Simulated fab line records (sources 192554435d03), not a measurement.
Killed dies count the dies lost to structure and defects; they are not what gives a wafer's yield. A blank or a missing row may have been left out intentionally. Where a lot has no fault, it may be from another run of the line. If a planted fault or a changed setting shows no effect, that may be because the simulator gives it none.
The tool behind it: which one? ; flow n5 finfet ; 7 lots, 21 wafers sampled, at 6 steps of a route of 1938

## WHAT THE GAUGES READ, wafer by wafer
N5_BEOL_M8_CD_MEAS_18: pitch 80 nm, target cd 40 nm.
lot;measured;on;cd nm (nm)
L855;day 10 07:00;cd sem-02;40.3 40.4 39.2
L860;day 10 15:36;cd sem-02;40.2 39.7 39.4
L857;day 11 01:56;cd sem-03;39.7 39.2 39.2
L863;day 11 22:06;cd sem-03;39.0 39.2 39.4
L866;day 12 16:50;cd sem-03;39.5 39.5 39.7
L869;day 13 09:54;cd sem-01;40.1 40.3 40.3
L873;day 14 13:46;cd sem-03;- - -

## WHAT TOOL EACH LOT RAN ON (gives the tool, then ch and the chambers of the sampled wafers, and finally the start)
lot;N5_BEOL_M8_HM_DEP_02;N5_BEOL_M8_DESCUM_16;N5_BEOL_M8_ETCH_61;N5_BEOL_M8_ETCH_62;N5_BEOL_M8_HM_OPEN_17
L855;pvd sputter-03, day 10 05:55;rie diel-04 ch 0,3, day 10 06:31;rie diel-04 ch 0,3, day 10 06:32;rie diel-04 ch 0,3, day 10 06:36;rie metal-01 ch 0,1, day 10 06:47
L860;pvd sputter-01, day 10 14:38;rie diel-04 ch 0,1, day 10 15:08;rie diel-04 ch 0,1, day 10 15:10;rie diel-04 ch 0,1, day 10 15:14;rie metal-02 ch 0,1, day 10 15:25
L857;pvd sputter-02, day 11 00:43;rie diel-05 ch 0,2,3, day 11 01:20;rie diel-05 ch 0,2,3, day 11 01:22;rie diel-05 ch 0,2,3, day 11 01:25;rie metal-02 ch 0,1, day 11 01:37
L863;pvd sputter-02, day 11 21:01;rie diel-06 ch 2,3, day 11 21:37;rie diel-06 ch 2,3, day 11 21:39;rie diel-06 ch 2,3, day 11 21:42;rie metal-03 ch 0,1, day 11 21:53
L866;pvd sputter-03, day 12 15:45;rie diel-05 ch 2,3, day 12 16:20;rie diel-05 ch 2,3, day 12 16:22;rie diel-05 ch 2,3, day 12 16:26;rie metal-03 ch 0,1, day 12 16:38
L869;pvd sputter-01, day 13 08:53;rie diel-04 ch 0,1, day 13 09:20;rie diel-04 ch 0,1, day 13 09:23;rie diel-04 ch 0,1, day 13 09:26;rie metal-03 ch 0,1, day 13 09:37
L873;pvd sputter-03, day 14 12:34;rie diel-06 ch 0,3, day 14 13:15;rie diel-06 ch 0,3, day 14 13:17;rie diel-06 ch 0,3, day 14 13:20;rie metal-02 ch 1, day 14 13:31
- N5_BEOL_M8_HM_DEP_02: deposits TiN, target thk 20 nm.
- N5_BEOL_M8_DESCUM_16: chemistry O2, time 7.9 s.
- N5_BEOL_M8_ETCH_61: etches SiARC in CF4, target depth 45.5 nm, time 75.8 s.
- N5_BEOL_M8_ETCH_62: etches SOC in N2/H2, target depth 110 nm, overetch 22 nm, time 165 s.
- N5_BEOL_M8_HM_OPEN_17: chemistry Cl2/BCl3, target TiN, target depth 20 nm, overetch 6 nm.

## THE ANSWER, worked out from the rows above alone
Rule: the usual values come from the lots themselves. The widest of any qualifying gaps counts: lots, ordered by their means at a reading, are off when they make up no more than a third of the lots, leave a main group of 4 or more, and stand apart from it by 3 or more times the standard deviation of that group's means. Not used: any main group whose means are identical at the precision the tables above print for the reading. Also off: a lot with no number at a reading for which 4 or more lots have one. The other lots that the step has rows for count as sound.
Off: L873, at N5_BEOL_M8_CD_MEAS_18 (cd nm). Without a number there: L873. The main group: mean 39.7 nm, standard deviation 0.35.
A tool fits if, at a process step before that reading, it ran every lot that is off, and no sound lot after the first of them. The gauges at N5_BEOL_M8_CD_MEAS_18 are tried like those tools. Can't be told from this: 4 tools fit, pvd sputter-03 at N5_BEOL_M8_HM_DEP_02, rie diel-06 at N5_BEOL_M8_DESCUM_16 and N5_BEOL_M8_ETCH_61 and N5_BEOL_M8_ETCH_62, rie metal-02 at N5_BEOL_M8_HM_OPEN_17, cd sem-03 at N5_BEOL_M8_CD_MEAS_18.

## WHAT THE SIMULATOR PUT IN
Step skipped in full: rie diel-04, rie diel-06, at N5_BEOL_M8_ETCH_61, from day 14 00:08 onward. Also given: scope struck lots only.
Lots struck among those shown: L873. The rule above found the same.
